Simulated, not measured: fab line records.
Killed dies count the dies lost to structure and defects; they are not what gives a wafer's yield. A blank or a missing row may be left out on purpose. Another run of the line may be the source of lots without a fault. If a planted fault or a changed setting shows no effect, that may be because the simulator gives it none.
A lot that was struck, set against a sound lot    flow n5Finfet    36 steps out of a route of 1938
Sound: wafers L231.2, L231.3, L231.6. Wafers L244.1, L244.2, L244.4 were the ones struck. The cause is given at the end.
For every step that has rows: the tool of each side, followed by ch and its chambers, followed by its first start. Under that, the readings that differ: sound wafers    struck wafers    difference of the means    sigmas: that difference in standard deviations of wafers without a fault.
alike: same words and numbers on both sides, and readings whose means sit less than 2 such deviations apart. not compared: any withheld reading, any reading some wafer has no value for, any bound like >300 that may hide the same value, and any number with overlapping values for which the record gives no deviation.
Wherever a step has rows on one side only, a row that says differs or no value, or a row with sigmas, the two part there. When numbers do not overlap yet have no deviation, they are printed without sigmas and do not part them. A reading missing from all wafers of one side parts the sides only when that side holds two or more wafers.

first, 9 steps without rows for these wafers: N5_PMOS_HMC_CHANNEL_EPI_EXPOSE_06 (exposes mask PMOS HMC BLK, target cd 240 nm); N5_PMOS_HMC_CHANNEL_EPI_PEB_07 (peb time 60 s); N5_PMOS_HMC_CHANNEL_EPI_DEVELOP_08 (develop time 30 s); N5_PMOS_HMC_CHANNEL_EPI_DESCUM_14 (chemistry O2, time 7.9 s); N5_PMOS_HMC_CHANNEL_EPI_ETCH_32 (etches BARC in N2/H2, stops on SiO2, target depth 85.8 nm, time 50.3 s); N5_PMOS_HMC_CHANNEL_EPI_HM_OPEN_15 (chemistry CHF3/O2, target SiO2, target depth 40.6 nm, time 20.3 s); N5_PMOS_HMC_CHANNEL_EPI_STRIP_33 (strips in N2/H2); N5_PMOS_HMC_CHANNEL_EPI_STRIP_17 (strips in SPM, time 750 s); N5_PMOS_HMC_CHANNEL_EPI_ETCH_38 (etches SiO2 in CF4, target depth 1.5 nm).
N5_PMOS_HMC_CHANNEL_EPI_FIN_RECESS_16: chemistry HBr/Cl2, target Si, target depth 54 nm, time 18 s.
  sound on rieSi-05 ch 1,2, day 1 23:52; struck on rieSi-05 ch 0,1,2, day 5 06:43
reading                                         sound              struck             difference  sigmas
model.PMOS_HMC_CHANNEL_EPI.featureDepthNm (nm)  52.91 52.75 52.47  61.95 62.15 61.12  +9.03       
model.etch.depthNm (nm)                         52.91 52.75 52.47  61.95 62.15 61.12  +9.03       
  alike: drypumpMotorCurrentA, oesProductAu, throttleValvePct
  not compared: rfHoursCounterH
then, 7 steps without rows for these wafers: N5_PMOS_HMC_CHANNEL_EPI_PRECLEAN_36 (cleans in O3/DIW, time 45 s); N5_PMOS_HMC_CHANNEL_EPI_PRECLEAN_18 (cleans in DHF, time 30 s); N5_PMOS_HMC_CHANNEL_EPI_SRD_19 (time 30 s); N5_PMOS_HMC_CHANNEL_EPI_EPI_20 (deposits SiGe30, target thk 59 nm); N5_PMOS_HMC_CHANNEL_EPI_HM_STRIP_35 (strips SiO2 in dHF, material SiO2, target depth 39.6 nm, time 216 s); N5_PMOS_HMC_CHANNEL_EPI_SRD_39 (time 30 s); N5_PMOS_HMC_CHANNEL_EPI_CMP_21 (polishes SiGe30, target thk 54 nm).
N5_PMOS_HMC_CHANNEL_EPI_THK_MEAS_22:
  sound on filmMetro-01 at day 2 02:04; struck on filmMetro-01 at day 5 08:59
reading           sound           struck          difference  sigmas
HMC_CMP_THK (nm)  52.9 52.8 52.5  58.6 58.6 58.6  +5.9        +7
then, 17 steps without rows for these wafers: N5_PMOS_HMC_CHANNEL_EPI_PRECLEAN_40 (cleans in DHF, time 30 s); N5_PMOS_HMC_CHANNEL_EPI_PRECLEAN_37 (cleans in O3/DIW, time 45 s); N5_PMOS_HMC_CHANNEL_EPI_PRECLEAN_24 (cleans in DHF, time 30 s); N5_PMOS_HMC_CHANNEL_EPI_SRD_25 (time 30 s); N5_PMOS_HMC_CHANNEL_EPI_EPI_26 (deposits Si from SiH4/H2, target thk 3.8 nm, time 22.7 s); N5_FIN_SAQP_PRECLEAN_42 (cleans in O3/DIW, time 60 s); N5_FIN_SAQP_PRECLEAN_00 (cleans in SC1, time 60 s); N5_FIN_SAQP_PRECLEAN_44 (cleans in SC2, time 45 s); N5_FIN_SAQP_SRD_01 (time 30 s); N5_FIN_SAQP_ALD_61 (deposits SiO2, target thk 4 nm, pulse time 1 s, purge time 2 s); N5_FIN_SAQP_DENSIFY_62 (time 60 s); N5_FIN_SAQP_HM_DEP_03 (deposits SiNx from SiH4/NH3/N2, target thk 38 nm, time 33.6 s); N5_FIN_SAQP_PECVD_47 (deposits a-Si from SiH4/He, target thk 45 nm, time 36.3 s); N5_FIN_SAQP_PECVD_48 (deposits SiNx from SiH4/NH3/N2, target thk 25 nm, time 22.1 s); N5_FIN_SAQP_PECVD_06 (deposits a-Si from SiH4/He, target thk 60 nm, time 48.1 s); N5_FIN_SAQP_HM_DEP_72 (deposits SiO2 from SiH4/N2O, target thk 12 nm, time 7.2 s); N5_FIN_SAQP_COAT_49 (time 60 s, resist thk 100 nm).
-- here the record skips 8 days between the struck wafers' starts before and after, leaving off in module FIN_SAQP and picking up in module BEOL_M4 (first step shown: number 1111 of the route) --
N5_BEOL_M4_RC_MEAS_101:
  sound on prober-01 ch 0, day 10 11:33; struck on prober-02 ch 0, day 13 12:16
reading             sound           struck          difference  sigmas
CJ_P                6.08 6.21 6.19  4.17 4.07 4.34  -1.97       -11
DIBL_P (mV/V)       36.3 34.8 37.8  39.3 46.5 40.1  +5.7        +3
IOFF_P (nA/um)      0.22 0.20 0.25  0.35 0.73 0.31  +0.24       +5
IOFF_P_85C (nA/um)  3.7 3.5 4.2     5.7 10.4 5.1    +3.3        +5
ION_P (uA/um)       463 457 473     438 436 452     -22         -3
SS_P (mV/dec)       73.3 73.0 73.5  76.3 81.1 74.9  +4.2        +6
  alike: DIBL_N, IOFF_N, ION_N, SS_N, VT_N, VT_P

== WHERE THEY PART ==
Last at N5_BEOL_M4_RC_MEAS_101 as far as this record goes, first at N5_PMOS_HMC_CHANNEL_EPI_THK_MEAS_22.

WHY: what the simulator had put in
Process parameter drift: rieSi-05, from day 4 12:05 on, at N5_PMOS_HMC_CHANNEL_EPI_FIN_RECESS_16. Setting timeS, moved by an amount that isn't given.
